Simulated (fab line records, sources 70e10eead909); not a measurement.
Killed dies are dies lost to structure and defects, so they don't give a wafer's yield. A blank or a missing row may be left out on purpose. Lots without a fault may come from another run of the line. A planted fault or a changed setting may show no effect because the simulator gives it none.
Chamber matching | flow nand_harc | NHARC_A_ZERO_WELL_ETCH_13 on rie_si-02: 3 sister chambers
The step etches the open film in HBr/Cl2, target depth 120 nm, time 40.1 s. 14 wafers are shown with their chamber, then 3 later ones without.

WAFERS WITH THEIR CHAMBER
wafer  | chamber | drypump_motor_current_A (A) | oes_product_au (a.u.) | throttle_valve_pct (%)
L074.2 | 1       | 5.5                         | 0.981                 | 26.418
L074.3 | 3       | 6.4                         | 1.002                 | 26.418
L074.5 | 1       | 5.5                         | 0.976                 | 26.417
L077.3 | 2       | 5.7                         | 1.006                 | 26.386
L077.4 | 3       | 6.4                         | 0.995                 | 26.416
L077.5 | 1       | 5.5                         | 0.982                 | 26.404
L078.1 | 1       | 5.5                         | 0.979                 | 26.407
L078.3 | 2       | 5.8                         | 1.011                 | 26.420
L078.5 | 1       | 5.5                         | 0.981                 | 26.402
L079.1 | 2       | 5.7                         | 1.009                 | 26.399
L079.4 | 1       | 5.5                         | 0.982                 | 26.405
L079.5 | 1       | 5.5                         | 0.981                 | 26.401
L091.1 | 1       | 5.5                         | 1.002                 | 26.389
L091.2 | 3       | 6.4                         | 1.016                 | 26.417

SIGNATURES (means of the wafers above)
reading                 | chamber 1 | chamber 2 | chamber 3 | scatter within a chamber
drypump_motor_current_A | 5.500     | 5.733     | 6.400     | 0.0246
oes_product_au          | 0.98300   | 1.00867   | 1.00433   | 0.00787
throttle_valve_pct      | 26.40537  | 26.40167  | 26.41700  | 0.0104
Rule: a wafer's distance from a chamber is the root of the sum, over the readings, of the square of ((its reading less the chamber's mean) divided by the reading's scatter). The wafer belongs to the nearest chamber; if the next one is less than 2 further off, it can't be placed. The scatter: the root of (the sum of the squares of (reading less its chamber's mean) over the shown wafers, divided by (wafers less chambers)).

WAFERS WITHOUT THEIR CHAMBER
wafer  | drypump_motor_current_A (A) | oes_product_au (a.u.) | throttle_valve_pct (%)
L093.1 | 5.6                         | 1.011                 | 26.410
L093.6 | 5.7                         | 0.989                 | 26.399
L094.2 | 5.5                         | 1.000                 | 26.411

WHICH CHAMBER EACH WENT THROUGH
wafer  | from the rows above     | in truth
L093.1 | can't be placed: 1 or 2 | 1
L093.6 | 2                       | 2
L094.2 | 1                       | 1
Placed correctly: 2 of 3. Can't be placed from these rows: 1 (the true chamber is among the candidates in 1). Placed wrongly: 0.
